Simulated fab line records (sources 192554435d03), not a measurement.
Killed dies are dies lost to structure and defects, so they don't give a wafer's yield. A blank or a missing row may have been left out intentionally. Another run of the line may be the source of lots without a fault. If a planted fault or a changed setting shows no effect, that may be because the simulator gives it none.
fab line records ; flow n5Finfet
[record] lots = 7; wafers = 19; lastDay = 20
route steps=1938 shown BEOL_M4@1050
lots untouched by any fault: they come from a run of this same line in which no faults occurred
startH: the number of hours between the record's first day and the start of the first shown wafer of the lot ; waitH: hours elapsed since this lot's preceding step ; " repeats the value in the row above ; L1.1+2: one row covering several wafers at once ; - either no value or no given start ; * or withheld: withheld ; < > ~ a bound
route shown NAME@n: names a module that has steps shown in the file, with the first one's number in the route ; usual: mean/standard deviation of fault-free wafers ; same: alike in all rows ; chamber/n: place in a boat ; sites: per-site readings ; _std_site: standard deviation across them ; _edge_site: mean of outer sites minus mean of inner sites ; radiusMm: how far each site lies from the wafer's centre ; mask NAME#n: copy n ; behind: tool/chamber where the wafer was last shaped ; hold: reason for holding the lot/hours on hold/outcome of the hold ; device: the n, p or np transistor that did not switch ; end of line: tests run on the same wafers once the route is complete ; a step given without rows: its recipe and nothing more ; killed: count of dies lost to structure and defects at first sort (not the wafer's yield) ; map: the dies of a wafer, with x for killed, . for not killed, _ for no die there
set.NAME: the setting the step ran with; set.NAME@STEP: the setting that earlier step ran with ; model.NAME: the simulator's own value behind a step, which no gauge read
lots seen at some steps along the route; tables by step, rows by wafer
services: a tool's chamber out of use, with start hour (startH, from the record's first day; less than 0 if before it), hours out, and reason
[[steps]]
[step N5_BEOL_M4_COAT_22]
[recipe] resist = CAR-EUV; spinRpm = 1500; resistThkNm = 30
[step N5_BEOL_M4_EBR_24]
[recipe] solvent = PGMEA; ebrWidthMm = 1.5
[step N5_BEOL_M4_SOFTBAKE_23]
[recipe] tempC = 110; timeS = 60; resist = CAR-EUV
[step N5_BEOL_M4_EXPOSE_25]
[recipe] maskId = V3; na = 0.33; sourceShape = quasar; sigmaInner = 0.2; sigmaOuter = 0.8; polarization = unpolarized; defocusNm = 5; doseMj = 63
[step N5_BEOL_M4_PEB_26]
[recipe] pebTempC = 100; pebTimeS = 60; resist = CAR-EUV
[step N5_BEOL_M4_DEVELOP_27]
[recipe] developTimeS = 30; developer = TMAH; resist = CAR-EUV; rinseLiquid = surfactantRinse; dry = airSpin; devTempC = 23
[step N5_BEOL_M4_CD_MEAS_28]
[recipe] targetCdNm = 26.2; landingEnergyEv = 500; detector = seInlens; targetCdYNm = 24.1; polarity = opening
[usual] cdNm = 26.15/0.25
lot.wafer;tool;chamber;startH;waitH;cdNm
L881.1;cdSem-03;0;218.84;-;26.05
L881.2;cdSem-03;0;218.84;-;26.14
L881.4;cdSem-03;0;218.84;-;25.95
L887.1;cdSem-02;0;245.97;-;25.81
L887.5;cdSem-02;0;245.97;-;26.09
L887.6;cdSem-02;0;245.97;-;26.15
L892.1;cdSem-02;0;266.96;-;26.29
L892.2;cdSem-02;0;266.96;-;26.23
L893.1;cdSem-03;0;269.46;-;26.24
L893.3;cdSem-03;0;269.46;-;26.30
L893.5;cdSem-03;0;269.46;-;26.27
L897.2;cdSem-01;0;308.75;-;26.00
L897.4;cdSem-01;0;308.75;-;25.89
L901.3;cdSem-02;0;337.64;-;26.08
L901.5;cdSem-02;0;337.64;-;26.00
L901.6;cdSem-02;0;337.64;-;26.08
L900.1;cdSem-03;0;349.45;-;26.60
L900.5;cdSem-03;0;349.45;-;26.20
L900.6;cdSem-03;0;349.45;-;26.18
[step N5_BEOL_M4_OVL_MEAS_29]
[recipe] pointsPerWafer = 522
[usual] V3_OVL = -0.2/0.58
lot.wafer;tool;chamber;startH;waitH;V3_OVL[nm]
L881.1;overlay-01;0;218.87;0.0;-0.2
L881.2;overlay-01;0;218.87;0.0;-1.4
L881.4;overlay-01;0;218.87;0.0;-0.3
L887.1;overlay-01;0;246.00;0.0;-0.1
L887.5;overlay-01;0;246.00;0.0;0.2
L887.6;overlay-01;0;246.00;0.0;0.7
L892.1;overlay-01;0;266.99;0.0;-1.1
L892.2;overlay-01;0;266.99;0.0;-0.6
L893.1;overlay-01;0;269.49;0.0;-0.2
L893.3;overlay-01;0;269.49;0.0;-0.4
L893.5;overlay-01;0;269.49;0.0;-0.4
L897.2;overlay-01;0;308.79;0.0;0.4
L897.4;overlay-01;0;308.79;0.0;-0.4
L901.3;overlay-01;0;337.68;0.0;0.2
L901.5;overlay-01;0;337.68;0.0;-0.1
L901.6;overlay-01;0;337.68;0.0;0.3
L900.1;overlay-01;0;349.51;0.1;-0.2
L900.5;overlay-01;0;349.51;0.1;-0.3
L900.6;overlay-01;0;349.51;0.1;-0.5
[step N5_BEOL_M4_INSPECT_30]
[recipe] mode = adi; inspectInstrument = brightfield
[usual] rawDefectCount = 407/110
lot.wafer;tool;chamber;startH;waitH;rawDefectCount
L881.1;defectInspect-02;-;218.93;0.1;304
L881.2;defectInspect-02;-;218.93;0.1;298
L881.4;defectInspect-02;-;218.93;0.1;301
L887.1;defectInspect-01;-;246.06;0.1;530
L887.5;defectInspect-01;-;246.06;0.1;588
L887.6;defectInspect-01;-;246.06;0.1;424
L892.1;defectInspect-01;-;267.05;0.1;287
L892.2;defectInspect-01;-;267.05;0.1;370
L893.1;defectInspect-01;-;269.55;0.1;458
L893.3;defectInspect-01;-;269.55;0.1;572
L893.5;defectInspect-01;-;269.55;0.1;478
L897.2;defectInspect-01;-;308.84;0.0;339
L897.4;defectInspect-01;-;308.84;0.0;374
L901.3;defectInspect-02;-;337.73;0.0;678
L901.5;defectInspect-02;-;337.73;0.0;641
L901.6;defectInspect-02;-;337.73;0.0;419
L900.1;defectInspect-01;-;349.57;0.1;295
L900.5;defectInspect-01;-;349.57;0.1;318
L900.6;defectInspect-01;-;349.57;0.1;327
[step N5_BEOL_M4_DESCUM_33]
[recipe] chemistry = O2; timeS = 7; sourcePowerW = 50; biasPowerW = 20; pressureMtorr = 20; rfFrequencyHz = 2.712e+07; tempC = 40; resist = CAR-EUV; o2FlowSccm = 225
[usual] drypumpMotorCurrentA = 5.7/0.57; oesProductAu = 0.79/0.085; rfVppV = 243.1/1.1; showerheadPlenumPTorr = 2.09/0.057; throttleValvePct = 20.18/0.2
lot.wafer;tool;chamber;startH;waitH;drypumpMotorCurrentA;oesProductAu;rfHoursCounterH;rfVppV;showerheadPlenumPTorr;throttleValvePct
L881.1;rieDiel-04;3;218.97;0.0;6.5;0.70;216;244.5;2.17;20.30
L881.2;rieDiel-04;0;218.97;0.0;5.8;0.66;238;242.3;2.06;20.29
L881.4;rieDiel-04;1;218.97;0.0;6.3;0.86;42;243.6;2.11;20.28
L887.1;rieDiel-04;1;246.42;0.4;6.3;0.86;53;244.0;2.10;20.30
L887.5;rieDiel-04;0;246.42;0.4;5.7;0.66;-;243.7;2.06;20.29
L887.6;rieDiel-04;3;246.42;0.4;6.5;0.70;-;244.2;2.17;20.32
L892.1;rieDiel-05;1;267.22;0.2;6.4;0.84;62;241.6;2.02;19.97
L892.2;rieDiel-05;0;267.22;0.2;5.3;0.78;128;243.4;2.09;20.27
L893.1;rieDiel-04;2;269.86;0.3;4.9;0.73;174;242.2;2.07;19.94
L893.3;rieDiel-04;1;269.86;0.3;6.5;0.85;65;242.6;2.10;20.33
L893.5;rieDiel-04;1;269.86;0.3;6.4;0.83;-;242.2;2.10;20.32
L897.2;rieDiel-05;0;309.93;1.1;5.2;0.77;142;243.0;2.09;20.27
L897.4;rieDiel-05;1;309.93;1.1;6.4;0.82;75;243.4;2.02;20.00
L901.3;rieDiel-04;3;337.76;0.0;6.5;0.95;6;244.8;2.16;20.17
L901.5;rieDiel-04;2;337.76;0.0;4.9;0.70;-;245.3;2.06;20.01
L901.6;rieDiel-04;3;337.76;0.0;6.5;0.96;-;244.5;2.16;20.18
L900.1;rieDiel-04;3;349.64;0.1;6.6;0.93;10;245.0;2.16;20.18
L900.5;rieDiel-04;0;349.64;0.1;5.7;0.89;-;243.7;2.05;19.98
L900.6;rieDiel-04;3;349.64;0.1;6.6;0.93;-;244.6;2.16;20.18
[step N5_BEOL_M4_ETCH_77]
[recipe] chemistry = N2/H2; target = underlayer; targetDepthA = 65; maskMaterial = CAR-EUV; timeS = 5.2; ionEnergyEv = 200; pressureMtorr = 30; sourceW = 840; biasW = 150; n2FlowSccm = 200; h2FlowSccm = 200; ends = cleared
[usual] drypumpMotorCurrentA = 5.7/0.57; etchRfOnTimeS = 5.27/0.16; n2FlowSccm = 200.0/0.59; oesProductAu = 0.67/0.075; rfVppV = 523.7/2.1; showerheadPlenumPTorr = 2.54/0.068; throttleValvePct = 17.64/0.25
lot.wafer;tool;chamber;startH;waitH;drypumpMotorCurrentA;etchRfOnTimeS;n2FlowSccm;oesProductAu;rfHoursCounterH;rfVppV;showerheadPlenumPTorr;throttleValvePct
L881.1;rieDiel-04;3;219.00;0.0;6.5;5.25;200.3;0.60;216;526.1;2.61;17.62
L881.2;rieDiel-04;0;219.00;0.0;5.8;5.21;200.8;0.58;238;524.1;2.48;17.58
L881.4;rieDiel-04;1;219.00;0.0;6.4;5.12;200.7;0.75;42;524.6;2.60;17.96
L887.1;rieDiel-04;1;246.45;0.0;6.4;5.07;199.9;0.73;53;524.9;2.60;17.98
L887.5;rieDiel-04;0;246.45;0.0;5.7;5.24;200.2;0.57;-;523.6;2.47;17.63
L887.6;rieDiel-04;3;246.45;0.0;6.5;5.24;199.0;0.60;-;524.9;2.60;17.63
L892.1;rieDiel-05;1;267.25;0.0;6.4;5.51;200.3;0.69;62;523.1;2.48;17.47
L892.2;rieDiel-05;0;267.25;0.0;5.2;5.37;200.4;0.64;128;522.8;2.55;17.65
L893.1;rieDiel-04;2;269.89;0.0;4.9;5.61;199.8;0.60;174;524.2;2.54;17.55
L893.3;rieDiel-04;1;269.89;0.0;6.4;5.11;200.0;0.72;65;525.4;2.59;18.01
L893.5;rieDiel-04;1;269.89;0.0;6.5;5.12;200.0;0.72;-;523.6;2.60;18.00
L897.2;rieDiel-05;0;309.97;0.0;5.3;5.30;200.4;0.64;142;523.3;2.54;17.69
L897.4;rieDiel-05;1;309.97;0.0;6.4;5.39;199.7;0.69;75;520.9;2.47;17.53
L901.3;rieDiel-04;3;337.79;0.0;6.5;5.02;200.2;0.83;6;526.0;2.59;17.39
L901.5;rieDiel-04;2;337.79;0.0;4.9;5.59;201.1;0.57;-;525.1;2.53;17.56
L901.6;rieDiel-04;3;337.79;0.0;6.6;5.06;200.6;0.81;-;527.2;2.59;17.37
L900.1;rieDiel-04;3;349.68;0.0;6.6;5.14;200.7;0.79;10;523.4;2.59;17.39
L900.5;rieDiel-04;0;349.68;0.0;5.8;5.21;200.3;0.76;-;522.6;2.46;17.23
L900.6;rieDiel-04;3;349.68;0.0;6.6;5.12;200.1;0.78;-;524.2;2.59;17.39
[step N5_BEOL_M4_ETCH_69]
[recipe] chemistry = CF4; target = SiARC; targetDepthA = 156; maskMaterial = CAR-EUV; timeS = 26; ionEnergyEv = 80; pressureMtorr = 40; sourceW = 545; biasW = 36; Ar_flow_sccm = 100; cf4FlowSccm = 100; ends = cleared
[usual] drypumpMotorCurrentA = 5.7/0.57; etchRfOnTimeS = 26.3/0.75; oesProductAu = 0.67/0.075; rfVppV = 184.1/1; showerheadPlenumPTorr = 2.14/0.046; throttleValvePct = 15.44/0.18
lot.wafer;tool;chamber;startH;waitH;drypumpMotorCurrentA;etchRfOnTimeS;oesProductAu;rfHoursCounterH;rfVppV;showerheadPlenumPTorr;throttleValvePct
L881.1;rieDiel-04;3;219.02;0.0;6.5;25.9;0.61;216;184.5;2.20;15.49
L881.2;rieDiel-04;0;219.02;0.0;5.8;26.0;0.58;238;185.3;2.12;15.64
L881.4;rieDiel-04;1;219.02;0.0;6.4;25.5;0.75;42;183.8;2.17;15.58
L887.1;rieDiel-04;1;246.47;0.0;6.4;25.6;0.73;53;184.7;2.17;15.58
L887.5;rieDiel-04;0;246.47;0.0;5.7;26.5;0.56;-;182.8;2.12;15.68
L887.6;rieDiel-04;3;246.47;0.0;6.5;25.4;0.60;-;184.6;2.19;15.52
L892.1;rieDiel-05;1;267.27;0.0;6.4;26.8;0.69;62;183.3;2.10;15.33
L892.2;rieDiel-05;0;267.27;0.0;5.2;26.3;0.65;128;184.2;2.16;15.60
L893.1;rieDiel-04;2;269.91;0.0;4.9;28.0;0.60;174;185.2;2.13;15.30
L893.3;rieDiel-04;1;269.91;0.0;6.3;25.8;0.70;65;186.1;2.17;15.61
L893.5;rieDiel-04;1;269.91;0.0;6.3;25.7;0.72;-;184.9;2.17;15.59
L897.2;rieDiel-05;0;309.98;0.0;5.2;26.5;0.64;142;184.9;2.16;15.63
L897.4;rieDiel-05;1;309.98;0.0;6.4;26.9;0.69;75;182.4;2.10;15.33
L901.3;rieDiel-04;3;337.81;0.0;6.6;25.0;0.80;6;183.8;2.18;15.14
L901.5;rieDiel-04;2;337.81;0.0;4.9;27.6;0.59;-;184.2;2.12;15.34
L901.6;rieDiel-04;3;337.81;0.0;6.6;25.0;0.82;-;183.8;2.18;15.13
L900.1;rieDiel-04;3;349.69;0.0;6.5;25.1;0.80;10;183.7;2.18;15.13
L900.5;rieDiel-04;0;349.69;0.0;5.8;25.8;0.77;-;185.2;2.11;15.26
L900.6;rieDiel-04;3;349.69;0.0;6.6;25.0;0.81;-;186.4;2.18;15.14
[step N5_BEOL_M4_ALD_98]
[recipe] material = SiO2; targetThkA = 25; tempC = 100; aldPrecursorFamily = BDEAS; aldCoReactant = O2-plasma; pulseTimeS = 1; coReactantPulseTimeS = 1; purgeTimeS = 2; coReactantPurgeTimeS = 2; aldCycles = 17; pressureTorr = 2
[usual] aldCycles = 17/0; heaterPowerW = 77/8; precursorPulseHeightRel = 0.997/0.017
[same] purgeTimeS = 2
lot.wafer;tool;chamber;startH;waitH;aldCycles;heaterPowerW;precursorPulseHeightRel;model.SiO2_of_BEOL_M4_ALD_98.thkNm
L881.1;aldSin-01;1;219.10;0.1;17;94;1.031;2.6
L881.2;aldSin-01;3;219.10;0.1;17;70;1.002;2.4
L881.4;aldSin-01;3;219.10;0.1;17;73;1.015;2.4
L887.1;aldSin-04;0;246.55;0.1;17;75;0.981;2.6
L887.5;aldSin-04;0;246.55;0.1;17;79;1.039;2.6
L887.6;aldSin-04;1;246.55;0.1;17;66;0.989;2.6
L892.1;aldSin-01;0;267.67;0.4;31;80;1.006;4.6
L892.2;aldSin-01;2;267.67;0.4;17;71;1.009;2.6
L893.1;aldSin-01;2;269.99;0.1;31;70;1.005;4.6
L893.3;aldSin-01;1;269.99;0.1;17;93;1.012;2.4
L893.5;aldSin-01;2;269.99;0.1;17;71;1.017;2.6
L897.2;aldSin-01;0;310.29;0.3;17;79;0.959;2.4
L897.4;aldSin-01;1;310.29;0.3;31;91;1.029;4.6
L901.3;aldSin-04;0;337.89;0.1;17;76;0.990;2.4
L901.5;aldSin-04;3;337.89;0.1;17;69;1.004;2.6
L901.6;aldSin-04;0;337.89;0.1;17;74;0.971;2.6
L900.1;aldSin-04;3;349.78;0.1;17;70;0.972;2.4
L900.5;aldSin-04;2;349.78;0.1;17;79;0.990;2.6
L900.6;aldSin-04;3;349.78;0.1;17;70;0.978;2.4
[step N5_BEOL_M4_ETCHBACK_99]
[recipe] chemistry = CHF3; target = SiO2; targetDepthA = 50; timeS = 10.4; sourceW = 215; biasW = 47; Ar_flow_sccm = 200; CHF3_flow_sccm = 12; ionEnergyEv = 100; pressureMtorr = 30
[usual] drypumpMotorCurrentA = 5.6/0.49; oes_f_703_au = 0.80/0.092; oesProductAu = 0.80/0.09; rfVppV = 242/7.1; showerheadPlenumPTorr = 2.16/0.065; throttleValvePct = 16.90/0.19
lot.wafer;tool;chamber;startH;waitH;drypumpMotorCurrentA;oes_f_703_au;oesProductAu;rfHoursCounterH;rfVppV;showerheadPlenumPTorr;throttleValvePct
L881.1;rieDiel-04;2;249.99;30.8;4.9;0.69;0.73;163;249;2.16;16.78
L881.2;rieDiel-04;1;249.99;30.8;6.3;0.84;0.86;53;252;2.20;17.15
L881.4;rieDiel-04;2;249.99;30.8;4.9;0.69;0.73;-;250;2.16;16.77
L887.1;rieDiel-05;3;276.65;30.1;5.2;0.86;0.88;48;248;2.10;16.80
L887.5;rieDiel-05;2;276.65;30.1;5.4;0.75;0.75;-;244;2.17;16.91
L887.6;rieDiel-05;3;276.65;30.1;5.2;0.87;0.87;-;249;2.10;16.83
L892.1;rieDiel-01;2;311.24;43.5;5.2;0.92;0.91;21;245;2.31;16.70
L892.2;rieDiel-01;0;311.24;43.5;5.5;0.67;0.68;239;246;2.14;17.28
L893.1;rieDiel-04;0;311.31;41.3;5.8;0.91;0.93;16;242;2.14;16.77
L893.3;rieDiel-04;1;311.31;41.3;6.4;0.82;0.82;81;251;2.19;17.20
L893.5;rieDiel-04;0;311.31;41.3;5.7;0.92;0.93;-;244;2.14;16.78
L897.2;rieDiel-04;0;342.91;32.6;5.7;0.89;0.90;27;242;2.13;16.77
L897.4;rieDiel-04;1;342.91;32.6;6.4;0.80;0.81;93;251;2.18;17.23
L900.1;rieDiel-01;1;362.76;12.9;5.1;0.70;0.68;232;244;2.22;17.17
L900.5;rieDiel-01;2;362.76;12.9;5.2;0.88;0.87;-;245;2.31;16.74
L900.6;rieDiel-01;1;362.76;12.9;5.0;0.70;0.68;-;244;2.22;17.18
L901.3;rieDiel-01;3;370.70;32.8;5.6;0.82;0.76;132;233;2.07;16.78
L901.5;rieDiel-01;3;370.70;32.8;5.6;0.81;0.77;-;232;2.07;16.78
L901.6;rieDiel-01;0;370.70;32.8;5.5;0.96;1.00;-;246;2.13;16.80
[step N5_BEOL_M4_RC_MEAS_101]
[usual] DIBL_N = 37.1/2.6; DIBL_P = 38/3; IOFF_N = 0.18/0.052; IOFF_P = 0.25/0.06; ION_N = 678/15; ION_P = 467/8.6; SS_N = 71.7/0.73; SS_P = 73.7/0.89; VT_N = 249/4.3; VT_P = -248/3.8
lot.wafer;tool;chamber;startH;waitH;DIBL_N[mV/V];DIBL_P[mV/V];IOFF_N[nA/um];IOFF_P[nA/um];ION_N[uA/um];ION_P[uA/um];SS_N[mV/dec];SS_P[mV/dec];VT_N[mV];VT_P[mV]
L881.1;prober-01;0;257.42;0.4;34.8;35;0.14;0.21;678;470;71.3;73.5;251;-249
L881.2;prober-01;0;257.42;0.4;35.0;36;0.14;0.25;658;462;71.2;73.7;250;-244
L881.4;prober-01;0;257.42;0.4;37.5;37;0.18;0.25;675;458;72.8;74.1;248;-247
L887.1;prober-01;0;283.30;0.0;37.1;36;0.14;0.20;666;460;72.2;73.3;255;-252
L887.5;prober-01;0;283.30;0.0;43.6;45;0.32;0.39;697;470;73.7;75.6;241;-243
L887.6;prober-01;0;283.30;0.0;37.1;38;0.17;0.23;691;476;71.6;72.9;247;-250
L892.1;prober-02;0;316.04;0.0;36.1;36;0.16;0.20;683;463;72.0;72.7;250;-253
L892.2;prober-02;0;316.04;0.0;35.2;36;0.15;0.21;671;457;72.2;73.5;249;-252
L893.1;prober-01;0;317.15;0.0;35.4;36;0.13;0.21;662;464;71.3;73.9;255;-251
L893.3;prober-01;0;317.15;0.0;35.0;36;0.13;0.22;669;464;70.7;73.9;254;-249
L893.5;prober-01;0;317.15;0.0;36.1;38;0.15;0.25;682;473;71.1;74.1;250;-247
L897.2;prober-01;0;348.81;0.2;38.7;41;0.21;0.26;686;463;72.1;74.4;248;-248
L897.4;prober-01;0;348.81;0.2;34.2;37;0.13;0.20;666;464;70.8;72.9;253;-252
L900.1;prober-02;0;367.66;0.0;35.7;37;0.16;0.21;676;466;71.6;73.2;247;-249
L900.5;prober-02;0;367.66;0.0;40.8;43;0.26;0.33;675;463;73.7;74.7;246;-245
L900.6;prober-02;0;367.66;0.0;35.8;37;0.18;0.23;694;475;70.6;74.2;249;-246
L901.3;prober-02;0;375.66;0.3;38.1;39;0.22;0.27;683;469;72.4;74.3;245;-249
L901.5;prober-02;0;375.66;0.3;37.7;40;0.22;0.29;690;468;72.2;74.0;245;-247
L901.6;prober-02;0;375.66;0.3;40.0;42;0.27;0.34;699;472;72.8;74.7;242;-242
[[services]]
tool;chamber;startH;hours;kind
rieDiel-04;3;206.48;9.8;repair
rieDiel-01;0;208.40;5.3;repair
rieDiel-05;-;208.65;0.6;repair
rieDiel-01;3;226.33;4.3;repair
aldSin-04;0;229.62;4.6;repair
rieDiel-05;1;232.14;1.4;repair
rieDiel-01;2;238.47;-;clean
rieDiel-01;2;238.47;-;consumableReplace:focusRing
rieDiel-01;2;238.47;-;consumableReplace:showerhead
rieDiel-01;2;238.47;17.9;scheduledDown
aldSin-01;-;243.64;0.3;repair
rieDiel-04;0;249.99;-;clean
rieDiel-04;0;249.99;-;consumableReplace:focusRing
rieDiel-04;0;249.99;21.8;scheduledDown
rieDiel-04;0;249.99;21.8;ventCycle
aldSin-04;-;260.60;2.8;pm
aldSin-04;-;270.17;3.0;repair
rieDiel-04;3;304.27;-;clean
rieDiel-04;3;304.27;-;consumableReplace:focusRing
rieDiel-04;3;304.27;19.4;scheduledDown
rieDiel-04;3;304.27;19.4;ventCycle
aldSin-01;-;336.22;6.0;pm
aldSin-01;-;347.89;2.8;pm
rieDiel-04;2;364.60;12.6;repair
[[key]]
[firstSign] step = N5_BEOL_M4_ALD_98; reading = aldCycles; direction = up; sigmas = 99+; usual = *; struck = *
effect none on later readings
[modelEffect] step = N5_BEOL_M4_ALD_98; value = SiO2_of_BEOL_M4_ALD_98.thkNm; without = 2.467; struck = 4.6
metAt N5_BEOL_M4_ALD_98
struckWafers L892.1,L893.1,L897.4
onsetBetween 219.10 267.67
[fault] kind = processParameterDrift; tool = aldSin-01; chamber = -; onsetH = 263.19; steps = N5_BEOL_M4_ALD_98; channel = aldCycles; offset = *; shape = step; endH = 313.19; scope = struckWafersOnly; actsIn = *; stated = *
